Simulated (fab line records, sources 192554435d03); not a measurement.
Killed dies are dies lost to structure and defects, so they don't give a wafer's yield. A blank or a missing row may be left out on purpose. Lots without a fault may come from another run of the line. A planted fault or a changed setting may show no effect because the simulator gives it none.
Split-lot experiment | flow n5_finfet | 7 lots, 21 wafers read, on a route of 1938 steps

THE SPLIT
At N5_BEOL_M12_COAT_65 (time 60 s, resist thk 300 nm), the setting spin_rpm was moved away from the recipe's 1500 rpm on 9 of the 21 wafers read, by +4.0% to +9.8%. The other wafers ran this setting at the recipe's value.

The reading is taken at the split's own step.

THE READING
SOC_of_BEOL_M12_COAT_65.thk_nm (the simulator's own value, which no gauge read), in nm, at N5_BEOL_M12_COAT_65 (time 60 s, resist thk 300 nm). The file gives no usual value for it. The 12 wafers here that ran the recipe average 299.7 nm, standard deviation 0.78 nm.

wafer  | tool, chamber at the split | spin_rpm as run, rpm | against the recipe | SOC_of_BEOL_M12_COAT_65.thk_nm, nm | against lot-mates on the recipe
L081.1 | litho_track-05, 0          | 1500                 | recipe             | 300                                | -
L081.3 | litho_track-05, 0          | 1500                 | recipe             | 300.2                              | -
L081.4 | litho_track-05, 0          | 1500                 | recipe             | 300.4                              | -
L080.2 | litho_track-04, 0          | 1560                 | +4.0%              | 292.6                              | -5.2
L080.4 | litho_track-04, 0          | 1560                 | +4.0%              | 292.2                              | -5.6
L080.6 | litho_track-04, 0          | 1500                 | recipe             | 297.8                              | -
L082.2 | litho_track-03, 0          | 1647                 | +9.8%              | 285.6                              | -13.0
L082.3 | litho_track-03, 0          | 1500                 | recipe             | 298.6                              | -
L082.5 | litho_track-03, 0          | 1647                 | +9.8%              | 286.6                              | -12.0
L088.1 | litho_track-04, 0          | 1500                 | recipe             | 299.6                              | -
L088.3 | litho_track-04, 0          | 1500                 | recipe             | 299                                | -
L088.5 | litho_track-04, 0          | 1500                 | recipe             | 300                                | -
L091.2 | litho_track-03, 0          | 1571                 | +4.7%              | 293.8                              | -6.4
L091.3 | litho_track-03, 0          | 1571                 | +4.7%              | 293.2                              | -7.0
L091.4 | litho_track-03, 0          | 1500                 | recipe             | 300.2                              | -
L094.1 | litho_track-04, 0          | 1582                 | +5.5%              | 292.8                              | -7.4
L094.3 | litho_track-04, 0          | 1582                 | +5.5%              | 291.6                              | -8.6
L094.5 | litho_track-04, 0          | 1500                 | recipe             | 300.2                              | -
L097.3 | litho_track-04, 0          | 1500                 | recipe             | 300.4                              | -
L097.4 | litho_track-04, 0          | 1575                 | +5.0%              | 293.2                              | -6.7
L097.6 | litho_track-04, 0          | 1500                 | recipe             | 299.4                              | -

THE FIT
A straight line over all 21 wafers: SOC_of_BEOL_M12_COAT_65.thk_nm changes by -1.39 nm for each +1% of spin_rpm; r = -0.98; the points scatter about the line by 0.89 nm.
The same after taking each lot's own level away (the mean of its wafers on the recipe; 21 wafers): -1.32 nm for each +1%; r = -0.99; scatter 0.48 nm.
On that fit, the largest move of spin_rpm shifts the reading by 13 nm.
The lots' own levels span 297.80 to 300.20 nm, that is 3.1 times the standard deviation above.
So the lot-to-lot level changes the slope little: the two slopes agree.
Check: with one of the wafers moved furthest among these (+9.8%) left out of the fit, the line predicts -13.1 nm for it against its lot-mates. It came out at -13 nm against them.

OTHER SPLITS ON THESE WAFERS
These wafers also went through other splits before the reading. Each is held against what the fit with the lots' levels taken away leaves over:
other split on the same wafers | wafers away from the commonest value | r with SOC_of_BEOL_M12_COAT_65.thk_nm (lot level and that fit taken away)
N5_BEOL_M11_COAT_22 spin_rpm   | 6                                    | -0.56
N5_BEOL_M11_ETCH_66 time_s     | 9                                    | +0.00

THE FILE'S OWN FIT
SOC_of_BEOL_M12_COAT_65.thk_nm changes by -1.34 nm for each +1% of spin_rpm, r = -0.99.
